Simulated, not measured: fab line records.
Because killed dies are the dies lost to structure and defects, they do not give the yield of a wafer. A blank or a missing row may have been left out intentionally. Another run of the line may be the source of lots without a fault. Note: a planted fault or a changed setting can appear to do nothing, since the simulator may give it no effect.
Which tool did it? || flow nandHarc || 39 wafers from 13 lots sampled at 5 of the route's 1302 steps

== WHAT THE GAUGES READ, wafer by wafer ==
NHARC_END_SORT_01.
{"lot": "L688", "measured": "day 29 07:24", "on": "prober-01", "defectLimitedYield (%)": "95 97 94", "killedAtArray": "19 14 28", "killedAtOther": "2 0 3", "killedAtPeriphery": "11 6 7", "killedDies": "32 20 38", "killedOpen": "3 1 4", "killedShort": "6 0 3"}
{"lot": "L692", "measured": "day 30 16:48", "on": "prober-02", "defectLimitedYield (%)": "0 0 0", "killedAtArray": "669 674 675", "killedAtOther": "0 0 0", "killedAtPeriphery": "8 3 2", "killedDies": "677 677 677", "killedOpen": "4 4 4", "killedShort": "4 4 4"}
{"lot": "L691", "measured": "day 30 20:51", "on": "prober-01", "defectLimitedYield (%)": "0 0 0", "killedAtArray": "674 675 673", "killedAtOther": "1 1 1", "killedAtPeriphery": "2 1 3", "killedDies": "677 677 677", "killedOpen": "4 5 4", "killedShort": "3 1 2"}

== WHICH TOOL RAN EACH LOT (tool, then ch and the chambers of the sampled wafers, then the start) ==
{"lot": "L677", "NHARC_A_BLC_PVD_32": "pvdSputter-01, day 22 15:15 or earlier", "NHARC_A_M0_ETCH_15": "rieDiel-11 ch 1,2, day 22 15:15", "NHARC_A_M0_DEGAS_28": "pvdSputter-03, day 22 16:00", "NHARC_A_M0_CMP_23": "cmp-01 ch 0,1,2, day 22 17:10"}
{"lot": "L682", "NHARC_A_BLC_PVD_32": "pvdSputter-01, day 24 15:33 or earlier", "NHARC_A_M0_ETCH_15": "rieDiel-04 ch 2,3, day 24 15:33", "NHARC_A_M0_DEGAS_28": "pvdSputter-02, day 24 16:18", "NHARC_A_M0_CMP_23": "cmp-02 ch 1,3, day 24 17:22"}
{"lot": "L684", "NHARC_A_BLC_PVD_32": "pvdSputter-01, day 25 19:50 or earlier", "NHARC_A_M0_ETCH_15": "rieDiel-04 ch 0,1, day 25 19:50", "NHARC_A_M0_DEGAS_28": "pvdSputter-02, day 25 20:35", "NHARC_A_M0_CMP_23": "cmp-03 ch 0,1, day 25 21:44"}
{"lot": "L678", "NHARC_A_BLC_PVD_32": "pvdSputter-03, day 25 23:52 or earlier", "NHARC_A_M0_ETCH_15": "rieDiel-11 ch 0,1,2, day 25 23:52", "NHARC_A_M0_DEGAS_28": "pvdSputter-03, day 26 00:37", "NHARC_A_M0_CMP_23": "cmp-01 ch 0,2,3, day 26 02:03"}
{"lot": "L686", "NHARC_A_BLC_PVD_32": "pvdSputter-03, day 26 14:47 or earlier", "NHARC_A_M0_ETCH_15": "rieDiel-04 ch 1,2,3, day 26 14:47", "NHARC_A_M0_DEGAS_28": "pvdSputter-03, day 26 15:35", "NHARC_A_M0_CMP_23": "cmp-03 ch 0,1, day 26 16:41"}
{"lot": "L688", "NHARC_A_BLC_PVD_32": "pvdSputter-02, day 27 12:08 or earlier", "NHARC_A_M0_ETCH_15": "rieDiel-04 ch 1,2,3, day 27 12:08", "NHARC_A_M0_DEGAS_28": "pvdSputter-02, day 27 12:53", "NHARC_A_M0_CMP_23": "cmp-02 ch 0,2,3, day 27 14:01"}
{"lot": "L692", "NHARC_A_BLC_PVD_32": "pvdSputter-03, day 28 19:18 or earlier", "NHARC_A_M0_ETCH_15": "rieDiel-07 ch 1,2, day 28 19:18", "NHARC_A_M0_DEGAS_28": "pvdSputter-01, day 28 20:03", "NHARC_A_M0_CMP_23": "cmp-01 ch 0,1, day 28 21:08"}
{"lot": "L691", "NHARC_A_BLC_PVD_32": "pvdSputter-03, day 29 05:55 or earlier", "NHARC_A_M0_ETCH_15": "rieDiel-11 ch 0,3, day 29 05:55", "NHARC_A_M0_DEGAS_28": "pvdSputter-03, day 29 06:43", "NHARC_A_M0_CMP_23": "cmp-02 ch 2,3, day 29 07:46"}
{"lot": "L694", "NHARC_A_BLC_PVD_32": "pvdSputter-02, day 29 11:13 or earlier", "NHARC_A_M0_ETCH_15": "rieDiel-07 ch 0,1, day 29 11:13", "NHARC_A_M0_DEGAS_28": "pvdSputter-01, day 29 11:57", "NHARC_A_M0_CMP_23": "cmp-02 ch 0,1,2, day 29 13:01"}
{"lot": "L696", "NHARC_A_BLC_PVD_32": "pvdSputter-01, day 30 08:23 or earlier", "NHARC_A_M0_ETCH_15": "rieDiel-07 ch 1,3, day 30 08:23", "NHARC_A_M0_DEGAS_28": "pvdSputter-01, day 30 09:11", "NHARC_A_M0_CMP_23": "cmp-02 ch 1,2, day 30 10:16"}
{"lot": "L699", "NHARC_A_BLC_PVD_32": "pvdSputter-03, day 31 19:47 or earlier", "NHARC_A_M0_ETCH_15": "rieDiel-11 ch 1,2,3, day 31 19:47", "NHARC_A_M0_DEGAS_28": "pvdSputter-02, day 31 20:32", "NHARC_A_M0_CMP_23": "cmp-02 ch 0,2, day 31 21:38"}
{"lot": "L697", "NHARC_A_BLC_PVD_32": "pvdSputter-03, day 31 23:23 or earlier", "NHARC_A_M0_ETCH_15": "rieDiel-07 ch 1,2,3, day 31 23:23", "NHARC_A_M0_DEGAS_28": "pvdSputter-02, day 32 00:11", "NHARC_A_M0_CMP_23": "cmp-01 ch 0,3, day 32 01:16"}
{"lot": "L700", "NHARC_A_BLC_PVD_32": "pvdSputter-03, day 32 02:52 or earlier", "NHARC_A_M0_ETCH_15": "rieDiel-04 ch 0,3, day 32 02:52", "NHARC_A_M0_DEGAS_28": "pvdSputter-03, day 32 03:37", "NHARC_A_M0_CMP_23": "cmp-02 ch 2,3, day 32 04:59"}
- NHARC_A_BLC_PVD_32: deposits Ti, target thk 5 nm, time 17.7 s.
- NHARC_A_M0_ETCH_15: etches the open film in C4F8/Ar, target depth 150 nm, overetch 15 nm, time 82.5 s.
- NHARC_A_M0_DEGAS_28: time 60 s.
- NHARC_A_M0_CMP_23: polishes, t overpolish 20 s, target thk 113.75 nm.

== AS READ BY THE TOOLS THEMSELVES (means over the sampled wafers that have a number; for cases with no such wafer, the mark the record gives instead) ==
NHARC_A_BLC_PVD_32.
{"lot": "L677", "tool": "pvdSputter-01", "throttleValvePct (%)": 30.2}
{"lot": "L682", "tool": "pvdSputter-01", "throttleValvePct (%)": 31.4}
{"lot": "L684", "tool": "pvdSputter-01", "throttleValvePct (%)": 30.7}
{"lot": "L678", "tool": "pvdSputter-03", "throttleValvePct (%)": 30.7}
{"lot": "L686", "tool": "pvdSputter-03", "throttleValvePct (%)": 30.5}
{"lot": "L688", "tool": "pvdSputter-02", "throttleValvePct (%)": 29.1}
{"lot": "L692", "tool": "pvdSputter-03", "throttleValvePct (%)": 30.2}
{"lot": "L691", "tool": "pvdSputter-03", "throttleValvePct (%)": 29.7}
{"lot": "L694", "tool": "pvdSputter-02", "throttleValvePct (%)": 30.1}
{"lot": "L696", "tool": "pvdSputter-01", "throttleValvePct (%)": 31.2}
{"lot": "L699", "tool": "pvdSputter-03", "throttleValvePct (%)": 29.3}
{"lot": "L697", "tool": "pvdSputter-03", "throttleValvePct (%)": 29.4}
{"lot": "L700", "tool": "pvdSputter-03", "throttleValvePct (%)": 30.3}

NHARC_A_M0_ETCH_15.
{"lot": "L677", "tool": "rieDiel-11", "biasW (W)": 300.7, "chamberPressureMTorr (mTorr)": 25.01, "oesProductAu (a.u.)": 0.917, "rfVppV (V)": 442.9}
{"lot": "L682", "tool": "rieDiel-04", "biasW (W)": 300.7, "chamberPressureMTorr (mTorr)": 25.02, "oesProductAu (a.u.)": 0.924, "rfVppV (V)": 442.7}
{"lot": "L684", "tool": "rieDiel-04", "biasW (W)": 300.1, "chamberPressureMTorr (mTorr)": 25.00, "oesProductAu (a.u.)": 0.945, "rfVppV (V)": 443.1}
{"lot": "L678", "tool": "rieDiel-11", "biasW (W)": 300.0, "chamberPressureMTorr (mTorr)": 24.97, "oesProductAu (a.u.)": 0.919, "rfVppV (V)": 441.1}
{"lot": "L686", "tool": "rieDiel-04", "biasW (W)": 299.7, "chamberPressureMTorr (mTorr)": 25.02, "oesProductAu (a.u.)": 0.915, "rfVppV (V)": 441.9}
{"lot": "L688", "tool": "rieDiel-04", "biasW (W)": 300.8, "chamberPressureMTorr (mTorr)": 25.02, "oesProductAu (a.u.)": 0.911, "rfVppV (V)": 440.8}
{"lot": "L692", "tool": "rieDiel-07", "biasW (W)": "-", "chamberPressureMTorr (mTorr)": "-", "oesProductAu (a.u.)": "-", "rfVppV (V)": "-"}
{"lot": "L691", "tool": "rieDiel-11", "biasW (W)": "-", "chamberPressureMTorr (mTorr)": "-", "oesProductAu (a.u.)": "-", "rfVppV (V)": "-"}
{"lot": "L694", "tool": "rieDiel-07", "biasW (W)": 299.7, "chamberPressureMTorr (mTorr)": 24.98, "oesProductAu (a.u.)": 0.919, "rfVppV (V)": 438.1}
{"lot": "L696", "tool": "rieDiel-07", "biasW (W)": 300.4, "chamberPressureMTorr (mTorr)": 25.01, "oesProductAu (a.u.)": 0.977, "rfVppV (V)": 437.4}
{"lot": "L699", "tool": "rieDiel-11", "biasW (W)": 299.6, "chamberPressureMTorr (mTorr)": 24.99, "oesProductAu (a.u.)": 0.979, "rfVppV (V)": 441.5}
{"lot": "L697", "tool": "rieDiel-07", "biasW (W)": 300.0, "chamberPressureMTorr (mTorr)": 24.99, "oesProductAu (a.u.)": 0.971, "rfVppV (V)": 438.8}
{"lot": "L700", "tool": "rieDiel-04", "biasW (W)": 300.2, "chamberPressureMTorr (mTorr)": 24.94, "oesProductAu (a.u.)": 0.933, "rfVppV (V)": 445.4}

NHARC_A_M0_DEGAS_28.
{"lot": "L677", "tool": "pvdSputter-03", "heaterPowerW (W)": 320}
{"lot": "L682", "tool": "pvdSputter-02", "heaterPowerW (W)": 306}
{"lot": "L684", "tool": "pvdSputter-02", "heaterPowerW (W)": 294}
{"lot": "L678", "tool": "pvdSputter-03", "heaterPowerW (W)": 310}
{"lot": "L686", "tool": "pvdSputter-03", "heaterPowerW (W)": 332}
{"lot": "L688", "tool": "pvdSputter-02", "heaterPowerW (W)": 305}
{"lot": "L692", "tool": "pvdSputter-01", "heaterPowerW (W)": 376}
{"lot": "L691", "tool": "pvdSputter-03", "heaterPowerW (W)": 340}
{"lot": "L694", "tool": "pvdSputter-01", "heaterPowerW (W)": 380}
{"lot": "L696", "tool": "pvdSputter-01", "heaterPowerW (W)": 391}
{"lot": "L699", "tool": "pvdSputter-02", "heaterPowerW (W)": 316}
{"lot": "L697", "tool": "pvdSputter-02", "heaterPowerW (W)": 295}
{"lot": "L700", "tool": "pvdSputter-03", "heaterPowerW (W)": 312}

NHARC_A_M0_CMP_23.
{"lot": "L677", "tool": "cmp-01", "edgeZonePressureFrac": 1.001, "motorCurrentA (A)": 12.6, "slurryFlowMlMin": 149.9, "timeToEndpointS (s)": 31.9}
{"lot": "L682", "tool": "cmp-02", "edgeZonePressureFrac": 1.002, "motorCurrentA (A)": 11.7, "slurryFlowMlMin": 150.3, "timeToEndpointS (s)": 27.1}
{"lot": "L684", "tool": "cmp-03", "edgeZonePressureFrac": 0.998, "motorCurrentA (A)": 12.8, "slurryFlowMlMin": 149.9, "timeToEndpointS (s)": 30.7}
{"lot": "L678", "tool": "cmp-01", "edgeZonePressureFrac": 0.997, "motorCurrentA (A)": 12.9, "slurryFlowMlMin": 149.8, "timeToEndpointS (s)": 34.2}
{"lot": "L686", "tool": "cmp-03", "edgeZonePressureFrac": 1.005, "motorCurrentA (A)": 12.3, "slurryFlowMlMin": 150.4, "timeToEndpointS (s)": 31.7}
{"lot": "L688", "tool": "cmp-02", "edgeZonePressureFrac": 1.007, "motorCurrentA (A)": 12.0, "slurryFlowMlMin": 149.9, "timeToEndpointS (s)": 28.3}
{"lot": "L692", "tool": "cmp-01", "edgeZonePressureFrac": 1.000, "motorCurrentA (A)": 12.7, "slurryFlowMlMin": 150.4, "timeToEndpointS (s)": 29.7}
{"lot": "L691", "tool": "cmp-02", "edgeZonePressureFrac": 1.002, "motorCurrentA (A)": 12.3, "slurryFlowMlMin": 149.9, "timeToEndpointS (s)": 29.0}
{"lot": "L694", "tool": "cmp-02", "edgeZonePressureFrac": 1.002, "motorCurrentA (A)": 12.5, "slurryFlowMlMin": 150.0, "timeToEndpointS (s)": 31.3}
{"lot": "L696", "tool": "cmp-02", "edgeZonePressureFrac": 1.001, "motorCurrentA (A)": 12.9, "slurryFlowMlMin": 149.9, "timeToEndpointS (s)": 27.9}
{"lot": "L699", "tool": "cmp-02", "edgeZonePressureFrac": 0.999, "motorCurrentA (A)": 11.9, "slurryFlowMlMin": 149.7, "timeToEndpointS (s)": 30.1}
{"lot": "L697", "tool": "cmp-01", "edgeZonePressureFrac": 0.999, "motorCurrentA (A)": 14.6, "slurryFlowMlMin": 149.7, "timeToEndpointS (s)": 31.9}
{"lot": "L700", "tool": "cmp-02", "edgeZonePressureFrac": 0.998, "motorCurrentA (A)": 12.0, "slurryFlowMlMin": 149.6, "timeToEndpointS (s)": 25.8}

== THE ANSWER, worked out from the rows above alone ==
Rule: what is usual is taken from the lots themselves. Put in order of their means at a reading, lots are off if they are a third of the lots or fewer, leave a main group of 4 or more, and stand apart from it by a gap of 3 or more times the standard deviation of the main group's means; of several such gaps the widest counts. A main group whose means are all the same, to the digits that the tables above print for the reading, isn't used. A lot without any number at a reading at which 4 lots or more have one is off too. The other lots that the step has rows for count as sound. The gauges are gone through in route order, then the tools' own readings, and for those a lot's mean is taken as printed above. At the first step where some lot is off, the reading lying furthest off is the one used; lots without a number count as furthest.
Off at NHARC_A_M0_ETCH_15 (biasW): L692, L691. Without a number there: L692, L691. The main group has a mean of 300.2 W with a standard deviation of 0.41.
If a tool, at that step or one of the process steps before it, ran each lot that is off and ran no sound lot following the first of them, it fits. NHARC_A_BLC_PVD_32: start missing for some lots; hours and lot order therefore follow NHARC_A_M0_ETCH_15. Of those tried, none fits.

== WHAT WAS PUT IN BY THE SIMULATOR ==
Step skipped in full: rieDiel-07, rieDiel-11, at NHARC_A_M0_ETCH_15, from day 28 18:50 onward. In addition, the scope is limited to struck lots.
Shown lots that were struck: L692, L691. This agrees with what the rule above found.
